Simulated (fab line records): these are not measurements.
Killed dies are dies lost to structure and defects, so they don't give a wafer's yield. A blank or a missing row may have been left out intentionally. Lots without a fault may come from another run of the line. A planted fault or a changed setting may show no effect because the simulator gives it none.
Matching of chambers :: flow nand_harc :: NHARC_A_ZERO_WELL_PRECLEAN_22 on wet_bench-09 has 7 sister chambers
The step cleans in SC1, time 60 s. 7 wafers are shown with their chamber, then 7 later ones without.

## WAFERS PAIRED WITH THEIR CHAMBERS
wafer: L694.1
chamber: 7
bath_heat_duty_pct (%): 5.3

wafer: L696.2
chamber: 6
bath_heat_duty_pct (%): 8.4

wafer: L696.3
chamber: 4
bath_heat_duty_pct (%): 7.9

wafer: L697.1
chamber: 5
bath_heat_duty_pct (%): 7.5

wafer: L704.3
chamber: 1
bath_heat_duty_pct (%): 6.7

wafer: L710.4
chamber: 3
bath_heat_duty_pct (%): 5.9

wafer: L710.5
chamber: 2
bath_heat_duty_pct (%): 8.1

## WAFERS WITHOUT THEIR CHAMBER
wafer: L710.6
bath_heat_duty_pct (%): 6.8

wafer: L714.1
bath_heat_duty_pct (%): 6.8

wafer: L714.2
bath_heat_duty_pct (%): 8.7

wafer: L714.3
bath_heat_duty_pct (%): 5.0

wafer: L717.1
bath_heat_duty_pct (%): 7.9

wafer: L717.4
bath_heat_duty_pct (%): 7.5

wafer: L717.5
bath_heat_duty_pct (%): 6.0

## WHICH CHAMBER EACH ONE RAN IN
wafer: L710.6
from the rows above: 1
in truth: 1

wafer: L714.1
from the rows above: 1
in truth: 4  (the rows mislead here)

wafer: L714.2
from the rows above: can't be placed: 6 or 2
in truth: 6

wafer: L714.3
from the rows above: 7
in truth: 7

wafer: L717.1
from the rows above: can't be placed: 4 or 2
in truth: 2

wafer: L717.4
from the rows above: 5
in truth: 5

wafer: L717.5
from the rows above: 3
in truth: 3
Placed correctly: 4 of 7. Unplaceable from these rows: 2, with the true chamber sitting among the candidates in 2. Number placed wrongly: 1.
How it was worked out, from the rows above alone: a wafer's distance from a chamber is the root of the sum, over the readings, of the square of ((its reading less the chamber's mean) divided by the reading's scatter). The wafer belongs to the nearest chamber; if the next one is less than 2 further off, it can't be placed. A chamber's mean is the mean of its shown wafers. The scatter (one wafer shown for each chamber): square how far every hidden wafer sits from the nearest shown wafer, average those squares and take the square root.
